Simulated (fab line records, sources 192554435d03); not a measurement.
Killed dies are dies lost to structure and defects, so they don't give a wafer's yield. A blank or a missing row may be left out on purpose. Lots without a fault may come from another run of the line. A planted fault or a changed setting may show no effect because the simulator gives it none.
fab line records | flow n5_finfet
record lots=24 wafers=72 last_day=18
route steps=1938 shown BEOL_M7@1307 BEOL_M8@1336 BEOL_M9@1401
lots that met no fault: from a run of the same line without faults
start_h: hours from the record's first day to the start of the lot's first wafer shown | wait_h: hours since the lot's step before | " the same as in the row above | L1.1+2: a row that stands for several wafers | - no value, or no start given | * or withheld: withheld | < > ~ a bound
route shown NAME@n: a module of which the file shows steps, and the number in the route of the first | usual: mean/standard deviation of fault-free wafers | same: alike in all rows | chamber/n: place in a boat | sites: the reading at each site | _std_site: their standard deviation | _edge_site: outer sites' mean less inner sites' | radius_mm: how far each site lies from the wafer's centre | mask NAME#n: copy n | behind: the tool/chamber that last shaped the wafer | hold: why the lot was held/for how many hours/how that ended | device: the transistor (n, p or np) that didn't switch | end of line: the same wafers' tests at the end of the route | a step without rows: its recipe alone | killed: dies lost to structure and defects at the first sort, not the wafer's yield | map: a wafer's dies, x killed, . not, _ none there
set.NAME: the setting as run; set.NAME@STEP: as run at that earlier step | model.NAME: the simulator's own value behind a step, which no gauge read
steps of the route over a sample of lots; a table a step, a row a wafer
services: from which hour (start_h, from the record's first day; less than 0 if before it) a tool's chamber was out of use, for how many hours, and why
## steps
# step N5_BEOL_M7_STRIP_36
# recipe chemistry=N2/H2 power_w=450 temp_c=40 pressure_mtorr=20 rf_frequency_hz=6e+07 overash_fraction=0.3 bias_power_w=7 h2_frac=0.5 n2_flow_sccm=200 h2_flow_sccm=200
# usual drypump_motor_current_A=5.7/0.49 oes_product_au=0.78/0.095 rf_vpp_V=59.3/1.6 showerhead_plenum_p_Torr=2.53/0.1 throttle_valve_pct=23.69/0.29
# columns lot.wafer tool chamber start_h wait_h drypump_motor_current_A oes_product_au rf_hours_counter_h rf_vpp_V showerhead_plenum_p_Torr throttle_valve_pct
L074.2 rie_diel-04 1 200.93 0.0 5.4 0.70 230 57.9 2.62 24.46
L074.3 " 2 " " 5.9 0.84 63 58.8 2.56 23.26
L074.6 " 1 " " 5.4 0.69 - 58.6 2.62 24.47
L075.1 rie_diel-04 0 201.43 0.0 5.3 0.75 177 59.7 2.62 23.56
L075.3 " 2 " " 5.9 0.83 63 59.5 2.56 23.27
L075.5 " 2 " " 5.9 0.84 - 59.1 2.56 23.25
L076.2 rie_diel-06 2 210.68 0.0 4.8 0.91 21 61.4 2.70 23.38
L076.3 " 0 " " 5.6 0.74 202 60.9 2.61 23.76
L076.5 " 1 " " 5.6 0.76 - 59.6 2.36 23.80
L077.3 rie_diel-01 2 218.02 0.0 5.1 0.75 150 61.4 2.63 23.58
L077.5 " 3 " " 5.9 0.69 - 58.9 2.51 23.71
L077.6 " 0 " " 6.2 0.71 - 59.9 2.40 23.98
L078.2 rie_diel-06 2 223.86 0.0 4.8 0.89 25 59.7 2.70 23.41
L078.4 " 3 " " 6.2 0.70 244 59.1 2.49 23.73
L078.6 " 1 " " 5.6 0.75 - 61.0 2.36 23.76
L080.1 rie_diel-06 2 233.75 0.0 4.8 0.89 29 57.9 2.70 23.40
L080.3 " 3 " " 6.2 0.70 247 58.6 2.49 23.74
L080.5 " 2 " " 4.8 0.89 - 61.2 2.70 23.42
L079.2 rie_diel-06 0 241.55 0.0 5.6 0.71 210 57.3 2.61 23.81
L079.3 " 2 " " 4.8 0.90 31 58.6 2.70 23.40
L079.6 " 1 " " 5.5 0.77 - 60.5 2.36 23.81
L081.1 rie_diel-01 2 242.13 0.0 5.1 0.76 157 59.3 2.63 23.60
L081.3 " 1 " " 6.4 0.74 178 60.1 2.53 23.86
L081.6 " 3 " " 5.9 0.68 - 59.6 2.50 23.79
L083.3 rie_diel-01 1 247.54 0.0 6.4 0.74 181 59.5 2.53 23.87
L083.4 " 0 " " 6.2 0.70 - 59.3 2.39 24.01
L083.5 " 3 " " 5.9 0.68 - 59.1 2.50 23.75
L082.2 rie_diel-04 0 258.86 0.0 5.4 0.74 195 58.1 2.61 23.60
L082.3 " 2 " " 5.9 0.80 78 60.5 2.55 23.26
L082.5 " 2 " " 5.9 0.81 - 57.9 2.55 23.29
L084.1 rie_diel-06 2 265.97 0.0 4.8 0.87 38 60.4 2.70 23.40
L084.2 " 1 " " 5.6 0.76 153 59.7 2.36 23.80
L084.4 " 3 " " 6.2 0.96 2 58.4 2.48 23.40
L085.2 rie_diel-06 0 274.26 0.0 5.6 0.71 220 60.8 2.61 23.80
L085.3 " 2 " " 4.8 0.87 41 58.5 2.70 23.43
L085.5 " 2 " " 4.8 0.87 - 57.9 2.70 23.40
L086.1 rie_diel-06 3 278.05 0.0 6.1 0.93 7 57.0 2.48 23.41
L086.4 " 0 " " 5.6 0.71 221 58.2 2.61 23.82
L086.6 " 3 " " 6.2 0.93 - 59.1 2.48 23.37
L087.1 rie_diel-06 2 283.53 0.0 4.8 0.86 44 58.3 2.69 23.42
L087.4 " 0 " " 5.6 0.70 223 60.7 2.60 23.82
L087.5 " 3 " " 6.2 0.92 - 61.3 2.48 23.39
L088.2 rie_diel-01 0 285.98 0.0 6.2 0.68 228 59.3 2.39 24.01
L088.5 " 3 " " 5.9 1.01 - 57.2 2.50 23.39
L088.6 " 2 " " 5.1 0.75 - 57.4 2.62 23.60
L089.4 rie_diel-01 1 288.19 0.0 6.4 0.72 198 57.8 2.53 23.89
L089.5 " 0 " " 6.3 0.68 - 59.2 2.39 23.99
L089.6 " 3 " " 6.0 1.00 - 58.5 2.50 23.37
L090.1 rie_diel-06 1 294.56 0.0 5.6 0.74 162 59.7 2.35 23.83
L090.2 " 0 " " 5.6 0.72 226 60.3 2.60 23.83
L090.6 " 3 " " 6.2 0.93 - 61.1 2.48 23.43
L091.1 rie_diel-04 2 296.64 0.0 5.9 0.82 92 59.7 2.54 23.27
L091.3 " 3 " " 6.0 0.91 10 59.4 2.59 23.13
L091.5 " 0 " " 5.4 0.72 - 58.2 2.60 23.63
L092.1 rie_diel-01 3 309.95 0.0 5.9 0.98 9 63.3 2.50 23.37
L092.2 " 2 " " 5.1 0.75 176 60.1 2.62 23.61
L092.6 " 1 " " 6.4 0.71 - 58.9 2.52 23.90
L094.1 rie_diel-06 1 313.37 0.0 5.5 0.74 168 61.6 2.35 23.81
L094.5 " 3 " " 6.2 0.90 - 58.1 2.48 23.42
L094.6 " 2 " " 4.8 0.84 - 61.5 2.69 23.45
L093.1 rie_diel-04 1 320.81 0.0 5.4 0.97 6 60.3 2.61 24.40
L093.4 " 3 " " 6.0 0.88 17 56.7 2.59 23.15
L093.5 " 2 " " 5.9 0.79 - 60.8 2.54 23.27
L095.1 rie_diel-01 0 331.87 0.0 6.3 0.68 243 61.0 2.38 24.04
L095.2 " 2 " " 5.1 0.74 182 62.0 2.62 23.66
L095.4 " 3 " " 5.9 0.95 15 55.9 2.49 23.39
L096.2 rie_diel-01 1 335.04 0.0 6.4 0.72 212 60.3 2.52 23.92
L096.3 " 0 " " 6.2 0.66 245 57.9 2.38 24.03
L096.5 " 3 " " 5.9 0.93 - 58.8 2.50 23.40
L097.1 rie_diel-01 2 346.48 0.0 5.1 0.73 186 57.1 2.62 23.63
L097.3 " 1 " " 6.4 0.72 216 57.4 2.52 23.88
L097.5 " 0 " " 6.3 0.68 - 59.3 2.38 24.02
# step N5_BEOL_M7_CD_MEAS_35
# recipe target_cd_nm=40 polarity=opening
# usual cd_nm=40.0/0.58
# columns lot.wafer tool chamber start_h wait_h cd_nm
L074.2 cd_sem-01 - 201.39 0.0 40.3
L074.3 " - " " 39.9
L074.6 " - " " 39.9
L075.1 cd_sem-02 - 201.79 0.0 40.5
L075.3 " - " " 39.6
L075.5 " - " " 39.5
L076.2 cd_sem-01 - 211.03 0.0 40.3
L076.3 " - " " 40.5
L076.5 " - " " 40.4
L077.3 cd_sem-01 - 218.38 0.0 39.9
L077.5 " - " " 40.1
L077.6 " - " " 40.2
L078.2 cd_sem-03 - 224.21 0.0 39.1
L078.4 " - " " 39.6
L078.6 " - " " 39.1
L080.1 cd_sem-01 - 234.10 0.0 40.6
L080.3 " - " " 40.3
L080.5 " - " " 39.3
L079.2 cd_sem-03 - 241.90 0.0 39.5
L079.3 " - " " 39.6
L079.6 " - " " 39.7
L081.1 cd_sem-02 - 242.48 0.0 40.3
L081.3 " - " " 41.5
L081.6 " - " " 40.1
L083.3 cd_sem-02 - 247.89 0.0 40.7
L083.4 " - " " 39.1
L083.5 " - " " 39.8
L082.2 cd_sem-02 - 259.21 0.0 39.6
L082.3 " - " " 38.6
L082.5 " - " " 39.7
L084.1 cd_sem-01 - 266.32 0.0 40.2
L084.2 " - " " 40.5
L084.4 " - " " 40.5
L085.2 cd_sem-01 - 274.61 0.0 39.7
L085.3 " - " " 40.0
L085.5 " - " " 39.4
L086.1 cd_sem-03 - 278.40 0.0 40.5
L086.4 " - " " 40.1
L086.6 " - " " 40.0
L087.1 cd_sem-02 - 283.88 0.0 40.2
L087.4 " - " " 39.5
L087.5 " - " " 40.1
L088.2 cd_sem-02 - 286.33 0.0 40.7
L088.5 " - " " 39.6
L088.6 " - " " 40.6
L089.4 cd_sem-03 - 288.54 0.0 40.5
L089.5 " - " " 40.4
L089.6 " - " " 40.1
L090.1 cd_sem-01 - 294.91 0.0 40.3
L090.2 " - " " 39.1
L090.6 " - " " 39.4
L091.1 cd_sem-01 - 296.99 0.0 39.8
L091.3 " - " " 40.4
L091.5 " - " " 40.4
L092.1 cd_sem-02 - 310.30 0.0 40.8
L092.2 " - " " 40.2
L092.6 " - " " 41.2
L094.1 cd_sem-03 - 313.72 0.0 38.9
L094.5 " - " " 40.0
L094.6 " - " " 40.2
L093.1 cd_sem-03 - 321.16 0.0 40.8
L093.4 " - " " 40.0
L093.5 " - " " 40.3
L095.1 cd_sem-03 - 332.22 0.0 40.6
L095.2 " - " " 40.8
L095.4 " - " " 40.9
L096.2 cd_sem-02 - 335.39 0.0 40.1
L096.3 " - " " 40.6
L096.5 " - " " 40.7
L097.1 cd_sem-03 - 346.83 0.0 39.4
L097.3 " - " " 40.5
L097.5 " - " " 39.7
# step N5_BEOL_M7_ALD_77
# recipe material=TaN target_thk_a=20 temp_c=275 ald_precursor_family=PDMAT ald_co_reactant=NH3 pressure_torr=3 carrier_flow_sccm=1500 pulse_time_s=2 purge_time_s=3 co_reactant_purge_time_s=2 co_reactant_pulse_time_s=3 ald_cycles=40 precursor_vessel_temp_c=75 precursor_vessel_pressure_torr=26.25 precursor_vessel_carrier_sccm=1000
# usual heater_power_w=398/50
# same co_reactant_purge_time_s=2 purge_time_s=3
# columns lot.wafer tool chamber start_h wait_h heater_power_w since_wet_clean_h
L074.2 ald_metal-01 2 201.85 0.0 415 4480
L074.3 " 0 " " 433 4480
L074.6 " 1 " " 368 -
L075.1 ald_metal-01 2 202.32 0.0 424 4481
L075.3 " 3 " " 377 4481
L075.5 " 0 " " 430 -
L076.2 ald_metal-04 0 211.54 0.0 378 6028
L076.3 " 2 " " 373 6028
L076.5 " 2 " " 366 -
L077.3 ald_metal-03 3 218.97 0.0 549 1420
L077.5 " 0 " " 353 -
L077.6 " 1 " " 394 -
L078.2 ald_metal-01 2 225.26 0.0 433 4504
L078.4 " 1 " " 364 4504
L078.6 " 0 " " 427 -
L080.1 ald_metal-03 2 234.71 0.1 444 1436
L080.3 " 3 " " 537 1436
L080.5 " 2 " " 432 -
L079.2 ald_metal-01 2 242.46 0.0 424 4521
L079.3 " 3 " " 365 4521
L079.6 " 1 " " 354 -
L081.1 ald_metal-04 1 243.16 0.1 372 6060
L081.3 " 0 " " 379 6060
L081.6 " 3 " " 347 -
L083.3 ald_metal-01 1 248.45 0.0 366 4527
L083.4 " 3 " " 379 4527
L083.5 " 2 " " 417 -
L082.2 ald_metal-04 3 259.90 0.1 338 6077
L082.3 " 1 " " 375 6077
L082.5 " 3 " " 351 -
L084.1 ald_metal-04 1 266.83 0.0 370 6084
L084.2 " 0 " " 374 6084
L084.4 " 3 " " 343 6084
L085.2 ald_metal-01 3 276.13 0.2 374 4554
L085.3 " 1 " " 362 4554
L085.5 " 3 " " 378 -
L086.1 ald_metal-03 0 279.14 0.0 363 1480
L086.4 " 2 " " 433 1480
L086.6 " 1 " " 395 -
L087.1 ald_metal-04 2 284.41 0.0 367 6101
L087.4 " 0 " " 381 6101
L087.5 " 2 " " 364 -
L088.2 ald_metal-03 1 286.89 0.0 393 1488
L088.5 " 2 " " 440 -
L088.6 " 1 " " 381 -
L089.4 ald_metal-01 2 290.13 0.0 430 4568
L089.5 " 2 " " 432 -
L089.6 " 3 " " 365 -
L090.1 ald_metal-04 1 296.97 0.0 378 6114
L090.2 " 2 " " 372 6114
L090.6 " 3 " " 338 -
L091.1 ald_metal-03 2 297.56 0.1 435 1499
L091.3 " 1 " " 396 1499
L091.5 " 0 " " 361 -
L092.1 ald_metal-03 3 310.78 0.1 551 1512
L092.2 " 2 " " 439 1512
L092.6 " 0 " " 349 -
L094.1 ald_metal-04 3 314.58 0.2 341 6131
L094.5 " 3 " " 342 -
L094.6 " 2 " " 367 -
L093.1 ald_metal-01 2 322.21 0.1 426 4601
L093.4 " 2 " " 420 -
L093.5 " 3 " " 383 -
L095.1 ald_metal-01 0 333.27 0.3 423 4612
L095.2 " 2 " " 410 4612
L095.4 " 3 " " 376 4612
L096.2 ald_metal-03 0 336.70 0.0 364 1538
L096.3 " 1 " " 393 1538
L096.5 " 0 " " 358 -
L097.1 ald_metal-03 0 347.56 0.3 352 1549
L097.3 " 2 " " 435 1549
L097.5 " 2 " " 421 -
# step N5_BEOL_M8_HM_DEP_02
# recipe material=TiN target_thk_a=200 temp_c=25 chamber_pressure_pa=0.49996
# usual throttle_valve_pct=29.9/1.2
# columns lot.wafer tool chamber start_h wait_h throttle_valve_pct
L074.2 pvd_sputter-02 - 207.10 1.8 28.5
L074.3 " - " " 31.4
L074.6 " - " " 31.0
L075.1 pvd_sputter-03 - 207.52 1.5 28.0
L075.3 " - " " 29.1
L075.5 " - " " 28.2
L076.2 pvd_sputter-03 - 218.71 1.2 30.7
L076.3 " - " " 28.3
L076.5 " - " " 28.3
L077.3 pvd_sputter-01 - 225.63 0.0 30.4
L077.5 " - " " 29.6
L077.6 " - " " 30.0
L078.2 pvd_sputter-02 - 231.54 0.0 28.2
L078.4 " - " " 31.1
L078.6 " - " " 31.0
L080.1 pvd_sputter-02 - 242.90 0.9 31.0
L080.3 " - " " 29.6
L080.5 " - " " 31.4
L079.2 pvd_sputter-03 - 247.22 1.7 29.0
L079.3 " - " " 30.9
L079.6 " - " " 29.0
L081.1 pvd_sputter-03 - 247.50 1.7 28.9
L081.3 " - " " 31.1
L081.6 " - " " 30.8
L083.3 pvd_sputter-01 - 253.31 2.0 27.9
L083.4 " - " " 29.9
L083.5 " - " " 27.7
L082.2 pvd_sputter-02 - 265.40 2.1 29.5
L082.3 " - " " 31.2
L082.5 " - " " 29.7
L084.1 pvd_sputter-01 - 273.60 2.4 31.6
L084.2 " - " " 30.4
L084.4 " - " " 27.8
L085.2 pvd_sputter-01 - 280.65 0.7 29.9
L085.3 " - " " 30.4
L085.5 " - " " 31.2
L086.1 pvd_sputter-01 - 283.67 1.9 29.9
L086.4 " - " " 30.5
L086.6 " - " " 30.5
L087.1 pvd_sputter-02 - 289.73 1.8 28.5
L087.4 " - " " 29.7
L087.5 " - " " 29.5
L088.2 pvd_sputter-02 - 290.21 1.0 28.1
L088.5 " - " " 28.5
L088.6 " - " " 31.2
L089.4 pvd_sputter-02 - 293.91 1.6 29.7
L089.5 " - " " 31.1
L089.6 " - " " 31.2
L090.1 pvd_sputter-03 - 302.64 2.9 29.0
L090.2 " - " " 28.4
L090.6 " - " " 30.8
L091.1 pvd_sputter-03 - 302.86 2.5 31.0
L091.3 " - " " 27.7
L091.5 " - " " 30.8
L092.1 pvd_sputter-03 - 316.33 1.3 28.0
L092.2 " - " " 30.6
L092.6 " - " " 30.8
L094.1 pvd_sputter-03 - 319.73 2.1 31.0
L094.5 " - " " 28.1
L094.6 " - " " 30.9
L093.1 pvd_sputter-03 - 325.84 1.3 29.0
L093.4 " - " " 30.9
L093.5 " - " " 30.8
L095.1 pvd_sputter-02 - 337.89 1.1 29.4
L095.2 " - " " 31.2
L095.4 " - " " 28.3
L096.2 pvd_sputter-03 - 341.33 1.8 28.2
L096.3 " - " " 31.1
L096.5 " - " " 30.7
L097.1 pvd_sputter-02 - 354.48 3.6 31.2
L097.3 " - " " 28.6
L097.5 " - " " 31.2
# step N5_BEOL_M9_ILD_DEP_00
# recipe material=SiCOH_lowk target_thk_a=3085.1 temp_c=300 precursor=DEMS/porogen pressure_torr=5 rf_w=500 time_s=58
# usual heater_power_w=296/46 showerhead_plenum_p_Torr=5.739/0.019 throttle_valve_pct=13.5/0.83
# columns lot.wafer tool chamber start_h wait_h heater_power_w showerhead_plenum_p_Torr since_wet_clean_h throttle_valve_pct
L075.1 pecvd-03 1 215.85 0.0 238 5.762 1645 13.2
L075.3 " 0 " " 285 5.756 920 15.1
L075.5 " 1 " " 242 5.747 - 13.1
L074.2 pecvd-01 0 216.37 0.0 313 5.718 55 12.7
L074.3 " 0 " " 339 5.717 - 12.7
L074.6 " 1 " " 321 5.724 - 13.4
L076.2 pecvd-03 1 227.79 0.0 285 5.760 1657 13.0
L076.3 " 0 " " 318 5.771 932 15.1
L076.5 " 1 " " 288 5.754 - 13.0
L077.3 pecvd-03 0 235.45 0.0 348 5.767 939 15.1
L077.5 " 2 " " 251 5.738 - 13.3
L077.6 " 1 " " 261 5.748 - 13.1
L078.2 pecvd-03 0 240.13 0.0 338 5.770 944 15.1
L078.4 " 1 " " 242 5.749 - 13.0
L078.6 " 0 " " 348 5.770 - 14.9
L080.1 pecvd-01 1 249.16 0.0 309 5.712 2041 13.5
L080.3 " 2 " " 323 5.734 562 12.7
L080.5 " 2 " " 346 5.731 - 12.7
L079.2 pecvd-04 2 255.11 0.0 261 5.734 15 12.7
L079.3 " 0 " " 332 5.728 778 13.1
L079.6 " 0 " " 336 5.746 - 12.8
L081.1 pecvd-01 2 259.94 0.0 333 5.749 572 12.8
L081.3 " 0 " " 337 5.738 99 12.5
L081.6 " 0 " " 337 5.705 - 12.7
L083.3 pecvd-03 2 263.01 0.0 214 5.731 213 13.6
L083.4 " 1 " " 223 5.757 - 13.3
L083.5 " 0 " " 359 5.757 - 15.3
L082.2 pecvd-03 2 273.47 0.0 246 5.738 223 13.5
L082.3 " 1 " " 243 5.739 1702 12.9
L082.5 " 2 " " 259 5.699 - 13.6
L084.1 pecvd-04 2 279.62 0.0 238 5.738 39 13.0
L084.2 " 0 " " 355 5.735 802 13.3
L084.4 " 0 " " 282 5.731 - 13.1
L085.2 pecvd-03 2 287.72 0.0 230 5.717 237 13.7
L085.3 " 1 " " 266 5.742 1717 12.9
L085.5 " 0 " " 331 5.770 - 15.2
L086.1 pecvd-01 0 289.06 0.0 354 5.710 128 12.8
L086.4 " 2 " " 353 5.729 - 12.8
L086.6 " 1 " " 343 5.710 - 13.4
L087.1 pecvd-01 1 298.32 0.0 333 5.714 2090 13.5
L087.4 " 1 " " 336 5.727 - 13.5
L087.5 " 2 " " 359 5.733 - 13.0
L088.2 pecvd-03 2 298.87 0.0 249 5.721 249 13.6
L088.5 " 1 " " 275 5.755 - 13.1
L088.6 " 0 " " 350 5.751 - 15.0
L089.4 pecvd-03 2 301.57 0.1 249 5.723 - 13.8
L089.5 " 0 " " 333 5.752 - 15.4
L089.6 " 1 " " 265 5.750 - 13.1
L090.1 pecvd-01 1 308.80 0.0 300 5.725 2100 13.3
L090.2 " 2 " " 297 5.734 621 12.9
L090.6 " 0 " " 369 5.715 - 12.8
L091.1 pecvd-03 2 309.76 0.0 234 5.723 259 13.5
L091.3 " 0 " " 332 5.770 1014 15.2
L091.5 " 1 " " 255 5.758 - 13.2
L092.1 pecvd-03 2 323.23 0.0 252 5.713 273 13.5
L092.2 " 1 " " 272 5.746 1752 12.8
L092.6 " 1 " " 274 5.741 - 13.2
L094.1 pecvd-03 1 324.77 0.0 225 5.759 1754 12.8
L094.5 " 2 " " 266 5.731 - 13.7
L094.6 " 1 " " 248 5.766 - 13.3
L093.1 pecvd-01 0 332.03 0.0 379 5.718 171 13.2
L093.4 " 1 " " 353 5.732 - 13.3
L093.5 " 0 " " 388 5.720 - 13.0
L095.1 pecvd-03 1 343.65 0.0 284 5.762 1773 13.0
L095.2 " 2 " " 240 5.719 293 13.6
L095.4 " 0 " " 305 5.758 - 15.1
L096.2 pecvd-04 2 349.39 0.0 229 5.743 109 12.9
L096.3 " 0 " " 349 5.726 872 12.9
L096.5 " 0 " " 278 5.732 - 13.1
L097.1 pecvd-01 0 361.30 0.0 385 5.732 200 12.8
L097.3 " 2 " " 310 5.745 674 12.9
L097.5 " 0 " " 309 5.714 - 12.8
# step N5_BEOL_M9_OVL_MEAS_12
# recipe points_per_wafer=44
# usual M9_OVL=-0.5/0.74
# columns lot.wafer tool chamber start_h wait_h M9_OVL[nm]
L075.1 overlay-01 0 217.08 0.0 -1.1
L075.3 " 0 " " -0.8
L075.5 " 0 " " 0.2
L074.2 overlay-02 0 219.08 0.0 -0.7
L074.3 " 0 " " -0.2
L074.6 " 0 " " -0.7
L076.2 overlay-02 0 229.36 0.0 0.2
L076.3 " 0 " " -0.2
L076.5 " 0 " " -1.0
L077.3 overlay-01 0 236.69 0.0 -1.1
L077.5 " 0 " " 0.0
L077.6 " 0 " " -0.8
L078.2 overlay-01 0 241.51 0.0 -0.4
L078.4 " 0 " " -0.4
L078.6 " 0 " " -1.2
L080.1 overlay-01 0 253.51 0.0 0.4
L080.3 " 0 " " 0.2
L080.5 " 0 " " -0.5
L079.2 overlay-02 0 259.24 0.0 -0.7
L079.3 " 0 " " -1.0
L079.6 " 0 " " -0.2
L081.1 overlay-02 0 262.83 0.0 0.3
L081.3 " 0 " " -0.1
L081.6 " 0 " " -1.7
L083.3 overlay-01 0 266.56 0.0 0.9
L083.4 " 0 " " 0.2
L083.5 " 0 " " -0.3
L082.2 overlay-01 0 275.17 0.0 -0.8
L082.3 " 0 " " -0.6
L082.5 " 0 " " -0.4
L084.1 overlay-01 0 283.73 0.0 0.6
L084.2 " 0 " " 0.1
L084.4 " 0 " " -0.5
L085.2 overlay-01 0 290.35 0.0 -0.2
L085.3 " 0 " " -0.5
L085.5 " 0 " " -0.4
L086.1 overlay-01 0 291.06 0.0 -1.3
L086.4 " 0 " " -1.2
L086.6 " 0 " " -2.2
L087.1 overlay-02 0 302.77 0.0 -0.4
L087.4 " 0 " " -1.5
L087.5 " 0 " " -1.1
L088.2 overlay-02 0 303.07 0.0 -1.7
L088.5 " 0 " " -0.8
L088.6 " 0 " " -1.7
L089.4 overlay-02 0 303.64 0.0 -1.6
L089.5 " 0 " " -0.3
L089.6 " 0 " " -0.6
L090.1 overlay-02 0 310.62 0.0 1.2
L090.2 " 0 " " 1.7
L090.6 " 0 " " 0.9
L091.1 overlay-01 0 311.03 0.0 -0.6
L091.3 " 0 " " -0.3
L091.5 " 0 " " 0.6
L092.1 overlay-01 0 326.28 0.0 -0.2
L092.2 " 0 " " -1.0
L092.6 " 0 " " -0.3
L094.1 overlay-02 0 326.68 0.0 -1.1
L094.5 " 0 " " -1.4
L094.6 " 0 " " -1.7
L093.1 overlay-02 0 333.26 0.0 -1.2
L093.4 " 0 " " -0.7
L093.5 " 0 " " -1.0
L095.1 overlay-01 0 346.82 0.0 -0.2
L095.2 " 0 " " -0.2
L095.4 " 0 " " -0.7
L096.2 overlay-02 0 350.52 0.0 -0.2
L096.3 " 0 " " -1.0
L096.5 " 0 " " -1.1
L097.1 overlay-01 0 362.90 0.0 -1.6
L097.3 " 0 " " -1.5
L097.5 " 0 " " -1.7
## services
# columns tool chamber start_h hours kind
pecvd-04 - 180.72 0.2 repair
pecvd-03 2 239.01 5.5 scheduled_down
rie_diel-06 3 242.81 - clean
rie_diel-06 3 242.81 - consumable_replace:focus_ring
rie_diel-06 3 242.81 17.0 scheduled_down
rie_diel-01 2 244.51 16.5 repair
ald_metal-03 0 251.90 14.5 repair
pvd_sputter-03 - 254.06 7.5 repair
ald_metal-04 0 254.51 5.5 repair
rie_diel-06 0 287.07 4.0 repair
rie_diel-01 1 288.75 1.8 repair
ald_metal-01 0 296.89 28.7 repair
ald_metal-04 1 311.38 5.0 repair
ald_metal-04 0 316.13 2.1 repair
pecvd-03 0 319.47 18.6 repair
rie_diel-01 2 333.70 4.4 repair
ald_metal-04 - 337.25 14.0 pm
ald_metal-03 1 339.64 8.8 repair
rie_diel-01 3 341.29 5.2 repair
pecvd-01 - 348.71 0.8 repair
ald_metal-01 1 349.91 29.8 repair
pvd_sputter-01 - 351.60 5.5 repair
rie_diel-01 1 352.93 1.8 repair
rie_diel-04 1 357.76 5.1 repair
## key
fault none
